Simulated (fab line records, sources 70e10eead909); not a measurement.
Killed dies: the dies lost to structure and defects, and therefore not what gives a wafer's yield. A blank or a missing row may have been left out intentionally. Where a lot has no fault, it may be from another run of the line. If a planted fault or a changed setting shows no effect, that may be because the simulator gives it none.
fab line records	flow nand_harc
record: lots: 12	wafers: 36	last_day: 25
route steps=1159 shown A_SLIT@799 A_WL_FILL@814 END@1159
lots that met no fault: taken from a fault-free run of the same line
start_h: start of the lot's first displayed wafer, in hours after the record's first day	wait_h: hours since the lot's step before	" the same as in the row above	L1.1+2: one row covering several wafers at once	- no value, or no start was given	* or withheld: withheld	< > ~ a bound
route shown NAME@n: names a module that has steps shown in the file, with the first one's number in the route	usual: mean and standard deviation over wafers with no fault	same: alike in all rows	chamber/n: place in a boat	sites: readings site by site	_std_site: how widely they spread, as a standard deviation	_edge_site: the outer-site mean with the inner-site mean subtracted	radius_mm: for every site, how far away it sits from the centre of the wafer	mask NAME#n: copy n	behind: the tool/chamber that last shaped the wafer	hold: why the lot was held/for how many hours/how that ended	device: the n, p or np transistor that did not switch	end of line: tests run on the same wafers once the route is complete	where a step has no rows: the recipe by itself	killed: count of dies lost to structure and defects at first sort (not the wafer's yield)	map: a wafer's dies, x killed, . not, _ none there
set.NAME: the setting that was run; set.NAME@STEP: the one run at that earlier step	model.NAME: the simulator's own value behind a step, which no gauge read
route steps across a sampled set of lots; one table per step, one row per wafer
services: the hour from which a tool's chamber was out of use, counted from the record's first day as start_h (under 0 if before that day), plus the number of hours and why
== steps ==
step: NHARC_A_SLIT_ETCH_29
recipe: target_depth_a: 1000	overetch_a: 100	time_s: 55	ion_energy_ev: 100	cf4_flow_sccm: 80	o2_flow_sccm: 20	ar_flow_sccm: 0	rf_w: 300	bias_w: 100	chemistry: CF4/O2
usual: drypump_motor_current_A: 6.0/0.36	o2_flow_sccm: 19.99/0.058	oes_product_au: 0.999/0.007	rf_vpp_V: 197.8/1.5	showerhead_plenum_p_Torr: 1.34/0.064	throttle_valve_pct: 13.397/0.0094
lot.wafer	tool	chamber	start_h	wait_h	drypump_motor_current_A	o2_flow_sccm	oes_product_au	rf_hours_counter_h	rf_vpp_V	showerhead_plenum_p_Torr	throttle_valve_pct
L887.3	rie_diel-08	3	315.36	0.1	6.2	19.98	0.993	0.5	200.5	1.44	13.391
L887.6	"	1	"	"	6.3	19.99	0.989	-	199.1	1.42	13.404
L887.5	"	2	"	"	5.6	19.89	1.000	-	195.6	1.26	13.396
L888.2	rie_diel-11	3	324.61	0.1	6.5	20.02	1.005	7.1	197.5	1.35	13.399
L888.3	"	1	"	"	5.5	19.91	0.986	7.3	197.9	1.41	13.410
L888.5	"	0	"	"	5.7	20.03	1.010	-	195.7	1.29	13.386
L890.2	rie_diel-08	1	324.76	0.1	6.2	19.95	0.989	0.7	198.3	1.42	13.404
L890.3	"	3	"	"	6.2	19.90	0.994	0.8	199.3	1.44	13.392
L890.5	"	0	"	"	5.7	20.05	0.998	-	195.4	1.27	13.402
L889.2	rie_diel-13	2	330.78	0.1	6.4	19.98	1.011	3.1	199.1	1.40	13.380
L889.6	"	3	"	"	6.5	19.93	1.012	-	199.8	1.34	13.385
L889.5	"	0	"	"	6.0	19.95	1.008	-	195.7	1.25	13.413
L891.2	rie_diel-13	3	346.76	0.1	6.5	20.07	1.014	4.1	198.3	1.34	13.399
L891.3	"	0	"	"	6.1	20.01	1.007	4.5	196.1	1.25	13.393
L891.6	"	0	"	"	6.0	20.01	1.005	-	195.8	1.25	13.395
L896.2	rie_diel-08	0	374.59	0.1	5.8	20.03	0.989	4.1	195.0	1.27	13.380
L896.1	"	2	"	"	5.6	19.94	0.991	4.0	196.9	1.26	13.405
L896.5	"	3	"	"	6.2	19.92	0.986	-	199.3	1.44	13.385
L894.1	rie_diel-13	1	376.28	0.1	5.6	19.98	1.000	8.1	196.7	1.29	13.396
L894.4	"	2	"	"	6.3	19.87	1.000	7.2	198.3	1.40	13.395
L894.6	"	0	"	"	6.1	19.96	1.003	-	196.3	1.25	13.390
L899.3	rie_diel-11	3	411.71	0.1	6.4	19.96	0.999	2.4	198.7	1.35	13.405
L899.6	"	0	"	"	5.7	20.08	0.999	-	197.3	1.29	13.380
L899.5	"	1	"	"	5.5	20.04	0.996	-	199.3	1.41	13.384
L903.4	rie_diel-11	2	413.39	0.1	5.8	20.03	0.997	3.0	196.4	1.29	13.390
L903.1	"	3	"	"	6.4	20.00	1.004	2.4	198.5	1.35	13.385
L903.6	"	1	"	"	5.5	19.99	0.996	-	200.0	1.41	13.414
L906.4	rie_diel-11	1	422.99	0.1	5.5	20.00	0.996	3.0	198.8	1.41	13.410
L906.1	"	2	"	"	5.8	20.01	0.999	3.6	196.8	1.29	13.390
L906.5	"	1	"	"	5.5	20.04	0.997	-	200.0	1.41	13.399
L907.2	rie_diel-08	1	450.47	0.1	6.3	20.00	1.002	9.8	199.9	1.42	13.398
L907.4	"	2	"	"	5.6	19.94	1.014	8.2	195.5	1.26	13.395
L907.6	"	1	"	"	6.4	19.94	0.996	-	197.9	1.42	13.392
L909.1	rie_diel-11	3	460.08	0.1	6.4	19.97	0.985	4.9	198.7	1.35	13.393
L909.5	"	1	"	"	5.5	19.90	0.992	-	198.9	1.41	13.405
L909.6	"	2	"	"	5.8	20.03	1.006	-	196.9	1.29	13.405
step: NHARC_A_SLIT_STRIP_18
recipe: o2_flow_sccm: 500	ar_flow_sccm: 0	bias_w: 0	chemistry: O2
usual: drypump_motor_current_A: 6.0/0.35	o2_flow_sccm: 500.1/1.4	oes_product_au: 1.000/0.0081	rf_vpp_V: 57.9/0.82	showerhead_plenum_p_Torr: 3.53/0.16	throttle_valve_pct: 17.038/0.0091
lot.wafer	tool	chamber	start_h	wait_h	drypump_motor_current_A	o2_flow_sccm	oes_product_au	rf_hours_counter_h	rf_vpp_V	showerhead_plenum_p_Torr	throttle_valve_pct
L887.3	rie_diel-08	3	-	-	6.2	500.8	0.988	0.6	58.0	3.78	17.046
L887.6	"	2	"	"	5.6	498.9	1.000	-	57.3	3.34	17.046
L887.5	"	3	"	"	6.2	499.9	0.995	-	57.9	3.79	17.030
L888.2	rie_diel-11	0	-	-	5.7	498.6	1.000	7.5	58.1	3.42	17.045
L888.3	"	2	"	"	5.8	498.6	1.004	7.6	57.3	3.43	17.024
L888.5	"	0	"	"	5.7	501.2	0.997	-	57.5	3.42	17.037
L890.2	rie_diel-08	0	-	-	5.7	499.1	0.991	0.6	58.7	3.36	17.034
L890.3	"	1	"	"	6.3	499.9	0.998	0.7	58.2	3.75	17.052
L890.5	"	3	"	"	6.2	499.8	0.994	-	59.2	3.78	17.050
L889.2	rie_diel-13	1	-	-	5.6	501.1	1.003	2.9	58.2	3.41	17.049
L889.6	"	0	"	"	6.1	501.3	1.007	-	57.7	3.31	17.050
L889.5	"	1	"	"	5.6	501.7	1.006	-	58.6	3.41	17.030
L891.3	rie_diel-13	2	-	-	6.4	500.3	0.999	4.3	59.6	3.69	17.047
L891.2	"	3	"	"	6.5	498.2	1.008	4.1	57.1	3.55	17.035
L891.6	"	2	"	"	6.3	500.6	1.012	-	58.6	3.69	17.036
L896.1	rie_diel-08	1	-	-	6.3	499.5	0.985	4.2	58.1	3.75	17.032
L896.2	"	2	"	"	5.6	499.5	0.997	4.0	56.7	3.34	17.037
L896.5	"	0	"	"	5.8	499.3	0.987	-	57.3	3.35	17.036
L894.4	rie_diel-13	1	-	-	5.7	501.2	1.004	8.1	57.8	3.41	17.046
L894.1	"	0	"	"	6.1	500.1	1.009	6.6	57.4	3.31	17.030
L894.6	"	2	"	"	6.4	498.5	1.005	-	57.8	3.68	17.039
L899.3	rie_diel-11	1	-	-	5.5	498.3	0.979	2.3	58.2	3.72	17.045
L899.6	"	1	"	"	5.5	500.8	0.991	-	58.2	3.72	17.033
L899.5	"	2	"	"	5.7	499.3	0.999	-	57.8	3.42	17.037
L903.1	rie_diel-11	0	-	-	5.7	499.1	0.995	2.6	58.1	3.42	17.052
L903.4	"	1	"	"	5.5	503.4	1.001	2.4	58.6	3.72	17.040
L903.6	"	0	"	"	5.7	500.6	1.009	-	57.5	3.42	17.024
L906.1	rie_diel-11	2	-	-	5.8	500.3	1.001	3.6	56.4	3.42	17.038
L906.4	"	3	"	"	6.4	499.6	0.997	2.8	57.3	3.57	17.046
L906.5	"	3	"	"	6.4	499.3	0.999	-	57.4	3.57	17.030
L907.4	rie_diel-08	2	-	-	5.7	497.6	1.001	8.2	58.4	3.34	17.050
L907.2	"	0	"	"	5.7	499.7	0.993	8.1	57.1	3.35	17.047
L907.6	"	2	"	"	5.6	497.7	1.011	-	58.0	3.34	17.045
L909.1	rie_diel-11	1	-	-	5.5	500.0	1.000	5.4	59.2	3.72	17.035
L909.5	"	2	"	"	5.9	501.2	0.999	-	56.4	3.42	17.025
L909.6	"	3	"	"	6.4	500.3	0.990	-	58.6	3.56	17.026
step: NHARC_A_WL_FILL_ETCHBACK_04
recipe: target_depth_a: 600	time_s: 120	chemistry: NF3
usual: drypump_motor_current_A: 5.4/0.38	oes_product_au: 0.998/0.0064	run_length_s: 141.3/0.43
lot.wafer	tool	chamber	start_h	wait_h	drypump_motor_current_A	oes_product_au	rf_hours_counter_h	run_length_s
L887.3	rie_metal-03	1	328.22	1.5	5.0	0.998	-	140.8
L887.5	"	0	"	"	6.1	0.997	-	140.8
L887.6	"	1	"	"	5.0	0.990	-	140.8
L890.2	rie_metal-03	1	337.36	2.8	5.0	0.996	1.5	140.9
L890.3	"	1	"	"	5.0	0.998	-	140.8
L890.5	"	0	"	"	6.1	1.000	-	141.0
L888.2	rie_metal-02	0	338.68	2.9	5.5	1.006	3.4	141.6
L888.3	"	0	"	"	5.4	1.001	-	141.3
L888.5	"	0	"	"	5.4	0.995	-	141.5
L889.2	rie_metal-02	0	345.74	2.4	5.4	1.005	3.7	141.4
L889.5	"	1	"	"	5.1	1.005	-	140.9
L889.6	"	0	"	"	5.4	1.007	-	141.6
L891.2	rie_metal-03	0	361.26	2.8	6.1	0.992	2.5	141.4
L891.3	"	1	"	"	5.0	0.998	-	140.7
L891.6	"	0	"	"	6.1	0.996	-	140.7
L894.1	rie_metal-03	0	395.29	2.9	6.1	0.996	3.2	141.2
L894.4	"	1	"	"	5.0	0.989	-	140.8
L894.6	"	0	"	"	6.1	0.998	-	141.1
L896.1	rie_metal-02	0	398.10	2.8	5.4	0.996	0.0	141.6
L896.2	"	1	"	"	5.1	0.999	0.0	140.8
L896.5	"	1	"	"	5.1	0.990	-	141.7
L899.3	rie_metal-03	0	431.79	2.0	6.1	0.993	-	131.3
L899.5	"	1	"	"	5.0	0.992	-	140.6
L899.6	"	0	"	"	6.1	1.003	-	131.4
L903.1	rie_metal-02	1	432.14	2.9	5.1	0.995	1.1	141.1
L903.4	"	1	"	"	5.1	0.992	-	141.3
L903.6	"	1	"	"	5.1	0.994	-	141.3
L906.1	rie_metal-02	1	443.03	2.8	5.1	0.997	1.9	140.9
L906.4	"	1	"	"	5.1	1.007	-	141.3
L906.5	"	1	"	"	5.1	1.001	-	141.1
L907.2	rie_metal-02	0	471.53	2.9	5.4	1.003	-	141.4
L907.4	"	0	"	"	5.4	0.998	-	141.6
L907.6	"	0	"	"	5.4	1.011	-	141.7
L909.1	rie_metal-02	0	478.43	2.4	5.4	1.001	2.8	141.9
L909.5	"	0	"	"	5.4	1.005	-	141.7
L909.6	"	0	"	"	5.4	1.000	-	141.4
step: NHARC_A_WL_FILL_ALD_10
recipe: target_thk_a: 500	pulse_time_s: 10	ald_cycles: 500	temp_c: 300	material: SiO2
usual: heater_power_w: 440/45	precursor_pulse_height_rel: 1.000/0.02
lot.wafer	tool	chamber	start_h	wait_h	heater_power_w	precursor_pulse_height_rel
L887.3	ald_hk-02	0	335.25	0.6	382	0.982
L887.6	"	3	336.78	2.1	454	1.002
L887.5	"	0	"	"	381	1.017
L890.2	ald_hk-04	1	342.97	0.1	460	0.990
L890.3	"	2	"	"	450	1.061
L890.5	"	1	345.06	2.1	454	1.020
L888.2	ald_hk-03	2	343.49	0.6	494	1.008
L888.3	"	0	344.53	1.6	323	1.010
L888.5	"	1	"	"	437	1.005
L889.2	ald_hk-02	0	355.01	0.6	380	0.993
L889.5	"	3	356.55	2.1	463	0.984
L889.6	"	0	"	"	377	1.007
L891.2	ald_hk-02	3	368.82	0.1	457	1.017
L891.3	"	2	370.37	1.6	426	1.016
L891.6	"	0	371.41	2.6	373	0.985
L894.1	ald_hk-04	0	401.15	0.1	469	1.055
L894.4	"	2	402.18	1.1	482	0.996
L894.6	"	0	403.22	2.1	450	0.982
L896.2	ald_hk-03	2	401.46	0.3	490	0.973
L896.1	"	1	403.02	1.9	447	1.009
L896.5	"	3	404.07	3.0	467	1.016
L899.3	ald_hk-04	1	437.28	0.1	463	1.020
L899.5	"	1	439.35	2.1	462	0.992
L899.6	"	2	"	"	469	1.011
L903.4	ald_hk-03	0	438.31	1.1	329	0.971
L903.1	"	1	"	"	436	0.987
L903.6	"	2	"	"	466	0.988
L906.4	ald_hk-02	3	449.43	0.6	477	0.992
L906.1	"	0	"	"	377	0.950
L906.5	"	3	451.49	2.6	467	1.022
L907.4	ald_hk-04	3	480.84	0.1	425	1.033
L907.2	"	1	481.87	1.1	471	0.994
L907.6	"	3	482.90	2.1	420	1.020
L909.1	ald_hk-03	1	486.67	1.6	436	0.982
L909.6	"	2	"	"	482	1.002
L909.5	"	3	"	"	464	1.010
step: NHARC_END_SORT_01
recipe: temp_c: 25
usual: killed_at_array: 28/8.9	killed_at_other: 0.8/1.2	killed_at_periphery: 3.3/2.3	killed_dies: 32/9.4	killed_open: 3.2/1.8	killed_short: 1.9/1.4
same: gross_dies: 677
lot.wafer	tool	chamber	start_h	wait_h	killed_at_array	killed_at_other	killed_at_periphery	killed_dies	killed_open	killed_short
L888.2	prober-02	0	449.58	2.8	11	0	3	14	4	3
L888.3	prober-02	0	450.40	3.1	10	0	1	11	1	2
L888.5	prober-02	0	452.04	3.8	16	0	1	17	1	5
L887.3	prober-01	0	450.35	3.1	19	1	1	21	3	0
L887.5	prober-01	0	451.94	3.7	19	0	5	24	3	0
L887.6	prober-01	0	452.74	4.0	19	0	5	24	4	1
L890.2	prober-01	0	457.36	2.8	32	1	2	35	9	1
L890.3	prober-01	0	458.15	3.1	30	1	4	35	5	4
L890.5	prober-01	0	459.71	3.6	30	0	0	30	1	0
L889.2	prober-02	0	457.44	2.8	17	1	6	24	8	5
L889.5	prober-02	0	459.83	3.7	14	0	2	16	3	1
L889.6	prober-02	0	460.63	4.0	14	0	2	16	1	1
L891.2	prober-02	0	467.78	2.8	19	0	4	23	2	2
L891.3	prober-02	0	468.59	3.1	26	1	7	34	1	1
L891.6	prober-02	0	471.02	4.0	20	0	8	28	4	2
L894.1	prober-02	0	494.77	2.5	23	0	4	27	2	5
L894.4	prober-02	0	497.17	3.4	28	0	7	35	5	2
L894.6	prober-02	0	498.78	4.0	17	0	3	20	5	0
L896.1	prober-01	0	494.80	2.5	25	3	1	29	1	3
L896.2	prober-01	0	495.61	2.8	21	2	0	23	2	1
L896.5	prober-01	0	498.05	3.8	14	0	1	15	3	1
L899.3	prober-02	0	530.97	3.1	32	6	1	39	3	3
L899.5	prober-02	0	532.59	3.7	38	5	6	49	2	2
L899.6	prober-02	0	533.40	4.0	42	4	8	54	3	1
L903.1	prober-01	0	533.03	2.5	35	4	9	48	5	0
L903.4	prober-01	0	535.45	3.4	32	3	8	43	3	2
L903.6	prober-01	0	537.07	4.0	26	5	7	38	1	3
L906.1	prober-01	0	551.93	2.5	30	0	5	35	4	2
L906.4	prober-01	0	554.33	3.4	15	1	5	21	3	2
L906.5	prober-01	0	555.12	3.7	14	0	0	14	2	2
L907.2	prober-02	0	581.56	2.8	35	0	2	37	1	3
L907.4	prober-02	0	583.17	3.4	43	0	2	45	6	2
L907.6	prober-02	0	584.77	4.0	34	0	2	36	2	0
L909.1	prober-01	0	584.78	2.5	22	0	4	26	4	3
L909.5	prober-01	0	588.02	3.7	19	0	5	24	3	3
L909.6	prober-01	0	588.83	4.1	23	1	6	30	1	2
killed by level:class
L888.2 P_CONTACT:geometric_particle:open=2 A_CHANNEL_HOLE_D1:chamber_film_flake=2 A_SLIT:unspecified=2 P_M0:geometric_particle:short=1 A_WL_FILL:geometric_particle:short=1 A_CONTACT:geometric_particle:open=1 A_BLC:geometric_particle:open=1 A_M0:geometric_particle:short=1
L887.3 A_SLIT:chamber_film_flake=10 A_CHANNEL_FILL_D1:chamber_film_flake=2 A_CHANNEL_HOLE_D1:geometric_particle:open=1 A_CHANNEL_FILL_D1:geometric_particle:open=1 A_BLC:geometric_particle:open=1 P_STI:chamber_film_flake=1 A_CHANNEL_HOLE_D1:chamber_film_flake=1 A_WL_FILL:chamber_film_flake=1
L888.3 A_CHANNEL_HOLE_D1:chamber_film_flake=3 A_SLIT:chamber_film_flake=2 A_ONON_D1:geometric_particle:short=1 A_WL_FILL:geometric_particle:short=1 A_CONTACT:geometric_particle:open=1 P_ZERO_WELL:chamber_film_flake=1 A_STAIRCASE:chamber_film_flake=1 A_SLIT:unspecified=1
L887.5 A_SLIT:chamber_film_flake=13 A_CHANNEL_FILL_D1:chamber_film_flake=3 A_WL_FILL:chamber_film_flake=3 P_CONTACT:geometric_particle:open=2 P_M1:geometric_particle:open=1 P_STI:chamber_film_flake=1 P_M1:chamber_film_flake=1
L888.5 A_STAIRCASE:chamber_film_flake=4 A_WL_FILL:geometric_particle:short=3 A_CHANNEL_FILL_D1:chamber_film_flake=3 P_CONTACT:geometric_particle:short=1 A_ONON_D1:geometric_particle:open=1 A_SLIT:geometric_particle:short=1 A_CHANNEL_HOLE_D1:chamber_film_flake=1 A_SLIT:unspecified=1
L887.6 A_SLIT:chamber_film_flake=10 P_M1:chamber_film_flake=2 A_CONTACT:chamber_film_flake=2 P_M0:geometric_particle:open=1 A_CHANNEL_FILL_D1:geometric_particle:open=1 A_CONTACT:geometric_particle:open=1 A_CONTACT:geometric_particle:short=1 A_M0:geometric_particle:open=1
L890.2 A_CHANNEL_HOLE_D1:chamber_film_flake=12 A_CONTACT:chamber_film_flake=5 A_CHANNEL_FILL_D1:geometric_particle:open=3 A_SLIT:chamber_film_flake=3 A_BLC:geometric_particle:open=2 A_STAIRCASE:chamber_film_flake=2 P_M0:geometric_particle:open=1 P_M1:geometric_particle:open=1
L889.2 A_STAIRCASE:chamber_film_flake=3 A_CONTACT:geometric_particle:open=2 A_BLC:geometric_particle:short=2 A_CHANNEL_HOLE_D1:chamber_film_flake=2 P_CONTACT:geometric_particle:open=1 P_M0:geometric_particle:open=1 P_M0:geometric_particle:short=1 A_CHANNEL_FILL_D1:geometric_particle:short=1
L890.3 A_CHANNEL_HOLE_D1:chamber_film_flake=11 A_SLIT:chamber_film_flake=9 A_CONTACT:chamber_film_flake=3 P_GATE:geometric_particle:short=1 P_CONTACT:geometric_particle:open=1 P_M0:geometric_particle:open=1 A_ONON_D1:geometric_particle:open=1 A_STAIRCASE:geometric_particle:short=1
L890.5 A_CHANNEL_HOLE_D1:chamber_film_flake=16 A_SLIT:chamber_film_flake=10 A_CONTACT:chamber_film_flake=2 A_WL_FILL:geometric_particle:open=1 A_WL_FILL:chamber_film_flake=1
L889.5 A_STAIRCASE:chamber_film_flake=3 A_CONTACT:chamber_film_flake=3 P_GATE:chamber_film_flake=2 A_BONDPAD:chamber_film_flake=2 A_SOURCE_PLATE:geometric_particle:open=1 A_SGD_CUT:geometric_particle:short=1 A_CONTACT:geometric_particle:open=1 A_BLC:geometric_particle:open=1
L889.6 A_CONTACT:chamber_film_flake=5 A_BONDPAD:chamber_film_flake=3 A_CHANNEL_HOLE_D1:chamber_film_flake=2 A_STAIRCASE:chamber_film_flake=2 P_CONTACT:geometric_particle:open=1 A_WL_FILL:geometric_particle:short=1 P_GATE:chamber_film_flake=1 A_SLIT:chamber_film_flake=1
L891.2 A_CHANNEL_HOLE_D1:chamber_film_flake=10 A_ZERO_WELL:chamber_film_flake=4 A_STAIRCASE:chamber_film_flake=3 P_GATE:chamber_film_flake=2 P_GATE:geometric_particle:open=1 P_M0:geometric_particle:short=1 A_WL_FILL:geometric_particle:short=1 A_CONTACT:geometric_particle:open=1
L891.3 A_CHANNEL_HOLE_D1:chamber_film_flake=17 A_ZERO_WELL:chamber_film_flake=4 P_GATE:chamber_film_flake=3 A_STAIRCASE:chamber_film_flake=2 P_CONTACT:geometric_particle:open=1 P_M1:geometric_particle:short=1 P_ZERO_WELL:chamber_film_flake=1 P_BONDPAD:chamber_film_flake=1
L891.6 A_CHANNEL_HOLE_D1:chamber_film_flake=15 P_GATE:chamber_film_flake=4 P_GATE:geometric_particle:open=1 P_CONTACT:geometric_particle:open=1 A_CHANNEL_FILL_D1:geometric_particle:short=1 A_SGD_CUT:geometric_particle:open=1 A_CONTACT:geometric_particle:open=1 A_M1:geometric_particle:short=1
L894.1 A_CHANNEL_HOLE_D1:chamber_film_flake=17 P_GATE:geometric_particle:short=1 P_CONTACT:geometric_particle:open=1 A_ONON_D1:geometric_particle:short=1 A_CHANNEL_HOLE_D1:geometric_particle:short=1 A_CHANNEL_FILL_D1:geometric_particle:short=1 A_WL_FILL:geometric_particle:short=1 A_WL_FILL:geometric_particle:open=1
L896.1 A_WL_FILL:chamber_film_flake=6 A_CONTACT:chamber_film_flake=6 A_CHANNEL_HOLE_D1:chamber_film_flake=3 A_STAIRCASE:chamber_film_flake=3 THIN_TSV:chamber_film_flake=3 A_ZERO_WELL:chamber_film_flake=2 A_SOURCE_PLATE:geometric_particle:short=1 A_CHANNEL_HOLE_D1:geometric_particle:short=1
L896.2 A_CHANNEL_HOLE_D1:chamber_film_flake=7 A_STAIRCASE:chamber_film_flake=4 A_WL_FILL:chamber_film_flake=4 A_CONTACT:chamber_film_flake=3 THIN_TSV:chamber_film_flake=2 A_CHANNEL_HOLE_D1:geometric_particle:open=1 A_M0:geometric_particle:short=1 A_M0:geometric_particle:open=1
L894.4 A_CHANNEL_HOLE_D1:chamber_film_flake=17 A_STAIRCASE:chamber_film_flake=3 P_CONTACT:geometric_particle:short=2 A_CONTACT:geometric_particle:open=2 A_CONTACT:chamber_film_flake=2 P_M0:geometric_particle:open=1 A_ONON_D1:geometric_particle:open=1 A_WL_FILL:geometric_particle:open=1
L896.5 A_CHANNEL_HOLE_D1:chamber_film_flake=5 A_STAIRCASE:chamber_film_flake=3 A_CONTACT:chamber_film_flake=2 P_CONTACT:geometric_particle:open=1 A_ONON_D1:geometric_particle:short=1 A_CHANNEL_FILL_D1:geometric_particle:open=1 A_BLC:geometric_particle:open=1 A_CHANNEL_FILL_D1:chamber_film_flake=1
L894.6 A_CHANNEL_HOLE_D1:chamber_film_flake=10 P_STI:geometric_particle:open=1 A_CHANNEL_HOLE_D1:geometric_particle:open=1 A_CHANNEL_FILL_D1:geometric_particle:open=1 A_WL_FILL:geometric_particle:open=1 A_CONTACT:geometric_particle:open=1 P_ZERO_WELL:chamber_film_flake=1 P_M0:chamber_film_flake=1
L899.3 A_CHANNEL_HOLE_D1:chamber_film_flake=15 A_STAIRCASE:chamber_film_flake=7 A_CONTACT:chamber_film_flake=5 THIN_TSV:chamber_film_flake=5 A_CONTACT:geometric_particle:short=2 A_SOURCE_PLATE:geometric_particle:open=1 A_ONON_D1:geometric_particle:short=1 A_WL_FILL:geometric_particle:open=1
L899.5 A_CHANNEL_HOLE_D1:chamber_film_flake=21 A_CONTACT:chamber_film_flake=7 THIN_TSV:chamber_film_flake=5 A_STAIRCASE:chamber_film_flake=5 P_M0:chamber_film_flake=3 P_CONTACT:geometric_particle:open=1 P_M0:geometric_particle:open=1 A_ONON_D1:geometric_particle:short=1
L903.1 A_CHANNEL_HOLE_D1:chamber_film_flake=25 P_GATE:chamber_film_flake=6 THIN_TSV:chamber_film_flake=4 A_CONTACT:geometric_particle:open=3 A_CONTACT:chamber_film_flake=3 P_ZERO_WELL:chamber_film_flake=2 A_SOURCE_PLATE:geometric_particle:open=1 A_M0:geometric_particle:open=1
L899.6 A_CHANNEL_HOLE_D1:chamber_film_flake=18 A_STAIRCASE:chamber_film_flake=10 A_CONTACT:chamber_film_flake=8 THIN_TSV:chamber_film_flake=4 P_STI:chamber_film_flake=3 P_M0:chamber_film_flake=3 A_CONTACT:geometric_particle:open=2 A_ONON_D1:geometric_particle:open=1
L903.4 A_CHANNEL_HOLE_D1:chamber_film_flake=17 P_GATE:chamber_film_flake=7 A_STAIRCASE:chamber_film_flake=7 A_CONTACT:chamber_film_flake=4 THIN_TSV:chamber_film_flake=3 P_ZERO_WELL:geometric_particle:open=1 A_CHANNEL_HOLE_D1:geometric_particle:short=1 A_CHANNEL_FILL_D1:geometric_particle:open=1
L903.6 A_CHANNEL_HOLE_D1:chamber_film_flake=17 P_GATE:chamber_film_flake=6 THIN_TSV:chamber_film_flake=5 A_STAIRCASE:chamber_film_flake=4 A_CONTACT:chamber_film_flake=2 P_M0:geometric_particle:short=1 A_CONTACT:geometric_particle:short=1 A_CONTACT:geometric_particle:open=1
L906.1 A_CHANNEL_HOLE_D1:chamber_film_flake=10 A_CONTACT:chamber_film_flake=10 A_STAIRCASE:chamber_film_flake=5 A_WL_FILL:geometric_particle:short=2 P_GATE:chamber_film_flake=2 P_M1:chamber_film_flake=2 P_CONTACT:geometric_particle:open=1 A_ONON_D1:geometric_particle:open=1
L906.4 A_CHANNEL_HOLE_D1:chamber_film_flake=6 A_CONTACT:chamber_film_flake=4 P_STI:chamber_film_flake=2 A_STAIRCASE:chamber_film_flake=2 P_CONTACT:geometric_particle:short=1 P_M0:geometric_particle:open=1 A_SOURCE_PLATE:geometric_particle:open=1 A_CONTACT:geometric_particle:open=1
L906.5 A_CHANNEL_HOLE_D1:chamber_film_flake=4 A_STAIRCASE:chamber_film_flake=3 A_CONTACT:chamber_film_flake=3 A_SOURCE_PLATE:geometric_particle:short=1 A_CHANNEL_FILL_D1:geometric_particle:short=1 A_SGD_CUT:geometric_particle:open=1 A_CONTACT:geometric_particle:open=1
L907.2 A_SLIT:chamber_film_flake=18 A_CHANNEL_HOLE_D1:chamber_film_flake=7 A_CONTACT:chamber_film_flake=5 A_BLC:chamber_film_flake=2 P_CONTACT:geometric_particle:short=1 A_SGD_CUT:geometric_particle:short=1 A_M0:geometric_particle:open=1 A_M1:geometric_particle:short=1
L907.4 A_SLIT:chamber_film_flake=16 A_CONTACT:chamber_film_flake=9 A_BLC:chamber_film_flake=5 A_CHANNEL_HOLE_D1:chamber_film_flake=4 A_ONON_D1:geometric_particle:short=2 A_CONTACT:geometric_particle:open=2 A_BLC:geometric_particle:open=2 A_SGD_CUT:geometric_particle:open=1
L907.6 A_SLIT:chamber_film_flake=15 A_CHANNEL_HOLE_D1:chamber_film_flake=6 A_CONTACT:chamber_film_flake=5 A_BLC:chamber_film_flake=5 A_ONON_D1:geometric_particle:open=2 P_STI:chamber_film_flake=1 P_GATE:chamber_film_flake=1 A_STAIRCASE:chamber_film_flake=1
L909.1 A_CHANNEL_HOLE_D1:chamber_film_flake=6 A_SGD_CUT:chamber_film_flake=5 A_CONTACT:chamber_film_flake=4 A_CONTACT:geometric_particle:open=2 P_STI:chamber_film_flake=2 P_CONTACT:geometric_particle:open=1 P_M0:geometric_particle:short=1 A_SGD_CUT:geometric_particle:short=1
L909.5 A_CHANNEL_HOLE_D1:chamber_film_flake=7 P_ZERO_WELL:chamber_film_flake=3 A_WL_FILL:geometric_particle:short=2 A_M0:geometric_particle:open=2 A_SGD_CUT:chamber_film_flake=2 A_CONTACT:chamber_film_flake=2 A_SGD_CUT:geometric_particle:short=1 A_CONTACT:geometric_particle:open=1
L909.6 A_CHANNEL_HOLE_D1:chamber_film_flake=12 P_STI:chamber_film_flake=3 A_CONTACT:chamber_film_flake=3 P_ZERO_WELL:chamber_film_flake=2 A_SGD_CUT:chamber_film_flake=2 A_CHANNEL_FILL_D1:geometric_particle:short=1 A_WL_FILL:geometric_particle:open=1 A_M0:geometric_particle:short=1
== services ==
tool	chamber	start_h	hours	kind
rie_diel-13	3	298.41	2.6	repair
rie_diel-08	-	301.84	9.0	pm
ald_hk-02	-	302.03	10.0	pm
rie_diel-08	3	325.89	2.3	repair
rie_diel-13	0	347.00	20.1	repair
rie_diel-13	2	350.29	2.4	repair
rie_diel-11	-	366.50	9.0	pm
rie_metal-03	0	370.73	9.2	repair
ald_hk-04	-	374.13	10.0	pm
rie_diel-13	0	378.55	2.0	repair
rie_metal-02	-	388.00	9.0	pm
rie_diel-08	0	392.92	10.2	repair
rie_diel-13	2	398.01	4.8	repair
rie_diel-11	3	401.69	8.5	repair
ald_hk-04	-	409.68	0.7	repair
rie_metal-02	0	427.10	5.1	repair
rie_diel-08	3	434.91	8.7	repair
rie_diel-08	2	446.19	3.8	repair
rie_metal-03	-	453.00	9.0	pm
rie_diel-13	-	453.10	9.0	pm
rie_metal-03	-	462.19	21.8	repair
rie_metal-02	1	470.36	22.9	repair
rie_diel-08	-	478.84	9.0	pm
rie_diel-13	1	482.85	4.9	repair
== key ==
first_sign: step: NHARC_A_WL_FILL_ETCHBACK_04	reading: run_length_s	direction: down	sigmas: 23	usual: *	struck: *
effect none on later readings
met_at NHARC_A_WL_FILL_ETCHBACK_04
struck_lots L899
struck_wafers L899.3,L899.6
tester_left_out L899
not_acting_at NHARC_A_SLIT_ETCH_29,NHARC_A_SLIT_STRIP_18,NHARC_A_WL_FILL_ALD_10
onset_between 395.29 431.79
fault: kind: process_parameter_drift	tool: rie_metal-03	chamber: 0	onset_h: 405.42	steps: NHARC_A_WL_FILL_ETCHBACK_04	channel: time_s	offset: *	shape: step	end_h: 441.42	acts_in: *	stated: *
tester_left_out: of these lots the tester's yield and bins aren't shown, on N5 and GAA mostly nor the transistor test; their killed dies are dies lost to structure and defects alone, not to doping, threshold or leakage, so they don't give the yield
